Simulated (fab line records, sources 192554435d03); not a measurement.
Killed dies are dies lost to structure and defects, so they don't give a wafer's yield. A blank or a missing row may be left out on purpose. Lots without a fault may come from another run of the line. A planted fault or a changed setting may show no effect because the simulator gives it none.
Split-lot experiment | flow n5_finfet | 7 lots, 21 wafers read, on a route of 1938 steps

THE SPLIT
At N5_PASSIVATION_PECVD_55 (deposits SiO2 from SiH4/N2O, target thk 400 nm, time 22.5 s), the setting time_s was moved away from the recipe's 22.5 s on 7 of the 21 wafers read, by -12.6% to +11.9%. The other wafers ran this setting at the recipe's value.

The reading is taken at the split's own step.

THE READING
SiO2_of_PASSIVATION_PECVD_55.thk_nm (the simulator's own value, which no gauge read), in nm, at N5_PASSIVATION_PECVD_55 (deposits SiO2 from SiH4/N2O, target thk 400 nm, time 22.5 s). The file gives no usual value for it. The 14 wafers here that ran the recipe average 401.5 nm, standard deviation 3.4 nm.

wafer  | tool, chamber at the split | time_s as run, s | against the recipe | SiO2_of_PASSIVATION_PECVD_55.thk_nm, nm | against lot-mates on the recipe
L075.1 | pecvd-03, 1                | 22.5             | recipe             | 398.8                                   | -
L075.3 | pecvd-03, 0                | 23.86            | +6.0%              | 426.4                                   | +27.6
L075.4 | pecvd-03, 0                | 23.86            | +6.0%              | 432.8                                   | +34.0
L079.1 | pecvd-01, 1                | 21.02            | -6.6%              | 367.2                                   | -32.6
L079.3 | pecvd-01, 1                | 22.5             | recipe             | 402.4                                   | -
L079.5 | pecvd-01, 1                | 22.5             | recipe             | 397.2                                   | -
L081.2 | pecvd-01, 1                | 19.66            | -12.6%             | 341.8                                   | -59.4
L081.4 | pecvd-01, 2                | 22.5             | recipe             | 400.2                                   | -
L081.6 | pecvd-01, 1                | 22.5             | recipe             | 402.2                                   | -
L083.1 | pecvd-03, 0                | 22.5             | recipe             | 404.2                                   | -
L083.4 | pecvd-03, 0                | 24.14            | +7.3%              | 434.8                                   | +30.5
L083.5 | pecvd-03, 2                | 22.5             | recipe             | 404.4                                   | -
L087.1 | pecvd-02, 0                | 22.5             | recipe             | 402.2                                   | -
L087.2 | pecvd-02, 1                | 25.18            | +11.9%             | 450.4                                   | +46.6
L087.3 | pecvd-02, 2                | 22.5             | recipe             | 405.4                                   | -
L085.1 | pecvd-03, 1                | 22.5             | recipe             | 395.6                                   | -
L085.2 | pecvd-03, 2                | 22.5             | recipe             | 399.4                                   | -
L085.6 | pecvd-03, 0                | 22.5             | recipe             | 406.2                                   | -
L097.1 | pecvd-01, 2                | 22.5             | recipe             | 397                                     | -
L097.3 | pecvd-01, 2                | 22.5             | recipe             | 406.2                                   | -
L097.5 | pecvd-01, 0                | 20.02            | -11.0%             | 361.6                                   | -40.0

THE FIT
A straight line over all 21 wafers: SiO2_of_PASSIVATION_PECVD_55.thk_nm changes by +4.36 nm for each +1% of time_s; r = +0.99; the points scatter about the line by 4.1 nm.
The same after taking each lot's own level away (the mean of its wafers on the recipe; 21 wafers): +4.31 nm for each +1%; r = +0.99; scatter 4 nm.
On that fit, the largest move of time_s shifts the reading by 54 nm.
The lots' own levels span 398.80 to 404.30 nm, that is 1.6 times the standard deviation above.
So the lot-to-lot level changes the slope little: the two slopes agree.
Check: with one of the wafers moved furthest among these (-12.6%) left out of the fit, the line predicts -52 nm for it against its lot-mates. It came out at -59.4 nm against them.

THE WHOLE CHAIN: every reading that the file lists as answering this split, in the file's order
step                       | what it does                                                | reading                                                                              | change (the file's fit)              | r (the file's)
N5_PASSIVATION_PECVD_55    | deposits SiO2 from SiH4/N2O, target thk 400 nm, time 22.5 s | SiO2_of_PASSIVATION_PECVD_55.thk_nm (the simulator's own value, which no gauge read) | +4.26 nm for each +1% of the setting | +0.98
N5_PASSIVATION_VIA_ETCH_13 | etches SiO2 in CHF3/O2, target depth 660 nm, time 330 s     | etch_rf_on_time_s                                                                    | withheld for each +1% of the setting | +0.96

THE FILE'S OWN FIT
SiO2_of_PASSIVATION_PECVD_55.thk_nm changes by +4.26 nm for each +1% of time_s, r = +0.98.
